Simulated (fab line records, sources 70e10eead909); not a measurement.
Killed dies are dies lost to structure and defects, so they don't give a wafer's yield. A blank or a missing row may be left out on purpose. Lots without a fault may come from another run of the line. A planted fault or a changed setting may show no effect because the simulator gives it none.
A struck lot beside a sound one | flow nand_harc | 17 steps out of a route of 1159
Sound: wafers L803.1, L803.2, L803.5. Struck: wafer L810.3. (L810.2, L810.5 of the same lot were not struck and are left out.) The cause comes at the end.
At each step with rows: each side's tool, then ch and its chambers, then its first start. Under that, the readings that differ: sound wafers | struck wafers | difference of the means | sigmas: that difference in standard deviations of wafers without a fault.
alike: readings whose means differ by less than 2 such deviations, and words and numbers that are the same on both sides. not compared: withheld readings, readings that some wafer has no value for, bounds like >300 that may hide the same value, and numbers for which the record gives no deviation and whose values overlap.
The two part at a step that has a row with sigmas, a row that says differs or no value, or rows on one side only. Numbers that don't overlap but have no deviation are shown without sigmas and don't part them. A reading that every wafer of one side lacks parts them only if that side has two wafers or more.

NHARC_P_M2_INSPECT_11:
  sound on defect_inspect-02, day 6 20:26; struck on defect_inspect-01, day 8 09:38
  alike: raw_defect_count
then, 1 step without rows for these wafers: NHARC_P_M2_DESCUM_14 (chemistry O2, time 3 s).
NHARC_P_M2_ETCH_35: etches the open film in N2/H2, target depth 40 nm, overetch 12 nm, time 43.94 s.
  sound on rie_diel-13 ch 1,2, day 6 20:35; struck on rie_diel-07 ch 1, day 8 09:48
  reading             | sound             | struck | difference | sigmas
  h2_flow_sccm (sccm) | 149.5 149.9 150.2 | 150.8  | +0.9       | +3
  alike: drypump_motor_current_A, n2_flow_sccm, oes_product_au, rf_fwd_power_W, rf_vpp_V, showerhead_plenum_p_Torr, throttle_valve_pct
  not compared: rf_hours_counter_h
NHARC_P_M2_ETCH_15: etches the open film in C4F8/Ar, target depth 182.5 nm, time 91.2 s.
  sound on rie_diel-13 ch 0,1; struck on rie_diel-07 ch 2
  reading               | sound             | struck | difference | sigmas
  oes_product_au (a.u.) | 0.988 0.964 0.974 | 0.929  | -0.046     | -2
  alike: rf_fwd_power_W, rf_vpp_V
  not compared: rf_hours_counter_h
NHARC_P_M2_CD_MEAS_16:
  sound on cd_sem-03, day 6 20:48; struck on cd_sem-02, day 8 10:02
  alike: cd_nm
NHARC_P_M2_STRIP_18: strips in N2/H2.
  sound on rie_diel-13 ch 0,1,3, day 6 20:54; struck on rie_diel-13 ch 0, day 8 10:07
  alike: drypump_motor_current_A, h2_flow_sccm, n2_flow_sccm, oes_product_au, rf_fwd_power_W, rf_vpp_V, showerhead_plenum_p_Torr, throttle_valve_pct
  not compared: rf_hours_counter_h
NHARC_P_M2_ETCH_28: etches the open film in CF4/N2, target depth 30 nm, time 72.99 s.
  sound on rie_diel-13 ch 1,2,3; struck on rie_diel-13 ch 0
  alike: drypump_motor_current_A, n2_flow_sccm, oes_product_au, rf_fwd_power_W, rf_vpp_V, showerhead_plenum_p_Torr, throttle_valve_pct
  not compared: rf_hours_counter_h
then, 2 steps without rows for these wafers: NHARC_P_M2_STRIP_19 (strips in post etch residue remover, time 600 s); NHARC_P_M2_DEGAS_29 (time 60 s).
NHARC_P_M2_PRE_CLEAN_30: time 30 s.
  sound on pvd_sputter-03; struck on pvd_sputter-02
  alike: heater_power_w
then, 2 steps without rows for these wafers: NHARC_P_M2_PVD_20 (deposits TaN, target thk 5 nm, time 8.06 s); NHARC_P_M2_PVD_21 (deposits Cu, target thk 30 nm, time 20.49 s).
NHARC_P_M2_ECD_22: material Cu, target thk 400 nm.
  sound on ecd_cu-02 ch 0,1, day 6 21:53; struck on ecd_cu-01 ch 0,1, day 8 11:07
then, 1 step without rows for these wafers: NHARC_P_M2_ANNEAL_31 (time 90 s).
NHARC_P_M2_CMP_23: polishes, t overpolish 20 s, target thk 144.3 nm.
  sound on cmp-04 ch 1,2,3, day 6 22:38; struck on cmp-04 ch 2, day 8 11:52
  reading                | sound          | struck | difference | sigmas
  time_to_endpoint_s (s) | 29.3 27.7 29.3 | 18.2   | -10.6      | -5
  alike: motor_current_A
  not compared: pad_life_wafers
NHARC_P_M2_THK_MEAS_24: measures by xrf.
  sound on film_metro-01, day 6 22:57; struck on film_metro-01, day 8 12:09
  alike: thk_nm
-- the record jumps here: 13 days lie between the struck wafers' starts before and after (it left off in module P_M2 and takes up again in module END, whose first step shown is number 1159 of the route) --
NHARC_END_SORT_01:
  the record has rows for the struck wafers here (prober-01 ch 0, day 21 11:38) and none for the sound ones

WHERE THEY PART
First at NHARC_P_M2_ETCH_35; last, within this record, at NHARC_END_SORT_01.

WHY: what the simulator had put in
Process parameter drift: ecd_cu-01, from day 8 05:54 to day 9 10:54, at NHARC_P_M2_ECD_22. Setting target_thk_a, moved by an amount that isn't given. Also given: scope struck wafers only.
